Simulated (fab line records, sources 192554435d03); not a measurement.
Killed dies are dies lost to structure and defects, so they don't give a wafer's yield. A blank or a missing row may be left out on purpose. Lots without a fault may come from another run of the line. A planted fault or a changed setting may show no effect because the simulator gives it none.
One fault seen from 2 desks | flow n5_finfet | each desk has only its own numbers; what lay behind them comes last

THE TOOL OWNER'S DESK: euv_scanner-02
The tool's own readings at N5_BEOL_M0_SAQP_EXPOSE_37 (exposes mask M0 CUT1, target cd 30 nm): means of the sampled wafers that have a number, for each lot that ran on this tool. A lot is out of limits, marked OUT, if its mean lies more than 4 standard deviations from the usual mean; the brackets give that distance.
Columns: A = exposure_dose_mJ_cm2 at N5_BEOL_M0_SAQP_EXPOSE_37, usual 44.76
lot  | first seen here | A
L294 | day 5 20:04     | 44.73
L296 | day 6 08:11     | 44.70
L304 | day 8 06:03     | 44.73
L308 | day 9 06:53     | 44.73
L316 | day 11 06:05    | 45.44 (+14) OUT
L317 | day 11 09:14    | 45.36 (+13) OUT
This desk's finding: out of limits on L316, L317; first on L316, day 11 06:05 (exposure_dose_mJ_cm2 at N5_BEOL_M0_SAQP_EXPOSE_37). In limits: L294, L296, L304, L308.

THE METROLOGY DESK
What the gauges read, lot by lot, whatever tool the lot ran on: means of the sampled wafers that have a number. A lot is out of limits, marked OUT, if its mean lies more than 4 standard deviations from the usual mean; the brackets give that distance. Of its 11 readings 7 are shown: those that lie furthest out on some lot.
Columns: A = M0_CUT1_OVL at N5_BEOL_M0_SAQP_OVL_MEAS_41, usual -0.1 nm; B = DIBL_N at N5_BEOL_M4_RC_MEAS_101, usual 36.3 mV/V; C = IOFF_P at N5_BEOL_M4_RC_MEAS_101, usual 0.21 nA/um; D = ION_P at N5_BEOL_M4_RC_MEAS_101, usual 463 uA/um; E = SS_P at N5_BEOL_M4_RC_MEAS_101, usual 73.2 mV/dec; F = VT_N at N5_BEOL_M4_RC_MEAS_101, usual 250 mV; G = VT_P at N5_BEOL_M4_RC_MEAS_101, usual -251 mV
lot  | first seen here | A    | B    | C    | D   | E    | F   | G
L294 | day 5 20:14     | -0.1 | 34.1 | 0.17 | 457 | 72.7 | 250 | -253
L295 | day 6 01:22     | 0.2  | 37.1 | 0.19 | 458 | 73.6 | 247 | -253
L296 | day 6 08:20     | -1.3 | 35.8 | 0.21 | 470 | 73.0 | 248 | -250
L304 | day 8 06:13     | 0.8  | 34.4 | 0.16 | 452 | 72.1 | 253 | -256
L305 | day 8 12:19     | -0.6 | 36.5 | 0.18 | 455 | 73.3 | 253 | -255
L306 | day 9 00:35     | 0.6  | 34.2 | 0.18 | 464 | 72.8 | 252 | -252
L308 | day 9 07:03     | 0.3  | 37.1 | 0.20 | 458 | 73.3 | 250 | -251
L311 | day 9 21:25     | -0.8 | 35.1 | 0.18 | 458 | 73.2 | 253 | -253
L316 | day 11 06:14    | -0.3 | 34.0 | 0.16 | 455 | 72.9 | 254 | -254
L317 | day 11 09:24    | -0.0 | 39.0 | 0.27 | 473 | 73.8 | 246 | -245
This desk's finding: nothing out of limits on any of the 10 lots.

PUT TOGETHER
The tool owner's desk could have raised an alarm at day 11 06:05, on L316, L317.
The metrology desk saw nothing out of limits.
The metrology desk has L316, L317 on record, within its limits.
Of the lots named, all ran N5_BEOL_M0_SAQP_EXPOSE_37 on euv_scanner-02.

WHAT THE SIMULATOR HAD PUT IN
Process parameter drift: euv_scanner-02, from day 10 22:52 on, at N5_BEOL_M0_SAQP_EXPOSE_37. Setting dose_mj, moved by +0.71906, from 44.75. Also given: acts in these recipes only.
Lots struck among those shown: L316, L317.
Hours from the fault's start to each desk's first reading out of limits: the tool owner's desk, 7.
